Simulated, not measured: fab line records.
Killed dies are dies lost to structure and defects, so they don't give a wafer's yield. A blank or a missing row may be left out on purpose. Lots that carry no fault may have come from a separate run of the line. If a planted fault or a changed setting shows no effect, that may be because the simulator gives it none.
Chamber matching || flow n5Finfet || N5_HKMG_FIN_NWFM_ALD_20 on aldMetal-02: 4 sister chambers
The step deposits TiAlC, target thk 2 nm, pulse time 3 s, purge time 2 s. 4 wafers are shown with their chamber, then 7 later ones without.

== EACH WAFER AND ITS CHAMBER ==
{"wafer": "L075.4", "chamber": 3, "heaterPowerW (W)": 583}
{"wafer": "L079.6", "chamber": 0, "heaterPowerW (W)": 552}
{"wafer": "L087.1", "chamber": 1, "heaterPowerW (W)": 465}
{"wafer": "L087.3", "chamber": 2, "heaterPowerW (W)": 547}

== WAFERS WITH NO CHAMBER GIVEN ==
{"wafer": "L087.4", "heaterPowerW (W)": 545}
{"wafer": "L088.1", "heaterPowerW (W)": 536}
{"wafer": "L088.4", "heaterPowerW (W)": 537}
{"wafer": "L088.5", "heaterPowerW (W)": 568}
{"wafer": "L089.1", "heaterPowerW (W)": 550}
{"wafer": "L089.2", "heaterPowerW (W)": 475}
{"wafer": "L089.6", "heaterPowerW (W)": 458}

== CHAMBER TAKEN BY EACH ==
{"wafer": "L087.4", "from the rows above": "can't be placed: 2 or 0", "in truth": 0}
{"wafer": "L088.1", "from the rows above": "can't be placed: 2 or 0", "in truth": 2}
{"wafer": "L088.4", "from the rows above": "can't be placed: 2 or 0", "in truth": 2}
{"wafer": "L088.5", "from the rows above": "can't be placed: 3 or 0 or 2", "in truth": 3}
{"wafer": "L089.1", "from the rows above": "can't be placed: 0 or 2", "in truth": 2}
{"wafer": "L089.2", "from the rows above": 1, "in truth": 1}
{"wafer": "L089.6", "from the rows above": 1, "in truth": 1}
Correct placement for 2 of the 7. Cannot be placed on the basis of these rows: 5; the candidates contain the true chamber in 5. Placed wrongly: 0.
How it was worked out, from the rows above alone: a wafer's distance from a chamber is the root of the sum, over the readings, of the square of ((its reading less the chamber's mean) divided by the reading's scatter). The wafer belongs to the nearest chamber; if the next one is less than 2 further off, it can't be placed. The mean given for a chamber averages the wafers shown for that chamber. The scatter: with one shown wafer a chamber, the root of the mean of the squares of how far each hidden wafer lies from its nearest shown one.
